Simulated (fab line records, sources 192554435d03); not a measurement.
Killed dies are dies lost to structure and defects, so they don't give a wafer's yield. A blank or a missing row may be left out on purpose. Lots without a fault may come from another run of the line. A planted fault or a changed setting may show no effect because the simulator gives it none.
Chamber matching | flow n5_finfet | N5_BEOL_M2_ETCH_63 on rie_diel-04: 4 sister chambers
The step etches SiARC in CF4, target depth 15.6 nm, time 26 s. 4 wafers are shown with their chamber, then 7 later ones without.

WAFERS WITH THEIR CHAMBER
wafer  | chamber | drypump_motor_current_A (A)
L646.5 | 1       | 5.2
L646.6 | 2       | 5.8
L647.3 | 0       | 5.7
L647.4 | 3       | 5.3

WAFERS WITHOUT THEIR CHAMBER
wafer  | drypump_motor_current_A (A)
L647.6 | 5.3
L649.1 | 5.2
L649.3 | 5.8
L649.4 | 5.6
L652.3 | 5.8
L652.5 | 5.3
L652.6 | 5.6

WHICH CHAMBER EACH WENT THROUGH
wafer  | from the rows above     | in truth
L647.6 | can't be placed: 3 or 1 | 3
L649.1 | can't be placed: 1 or 3 | 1
L649.3 | can't be placed: 2 or 0 | 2
L649.4 | can't be placed: 0 or 2 | 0
L652.3 | can't be placed: 2 or 0 | 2
L652.5 | can't be placed: 3 or 1 | 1
L652.6 | can't be placed: 0 or 2 | 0
Placed correctly: 0 of 7. Can't be placed from these rows: 7 (the true chamber is among the candidates in 7). Placed wrongly: 0.
How it was worked out, from the rows above alone: a wafer's distance from a chamber is the root of the sum, over the readings, of the square of ((its reading less the chamber's mean) divided by the reading's scatter). The wafer belongs to the nearest chamber; if the next one is less than 2 further off, it can't be placed. A chamber's mean is the mean of its shown wafers. The scatter: with one shown wafer a chamber, the root of the mean of the squares of how far each hidden wafer lies from its nearest shown one.
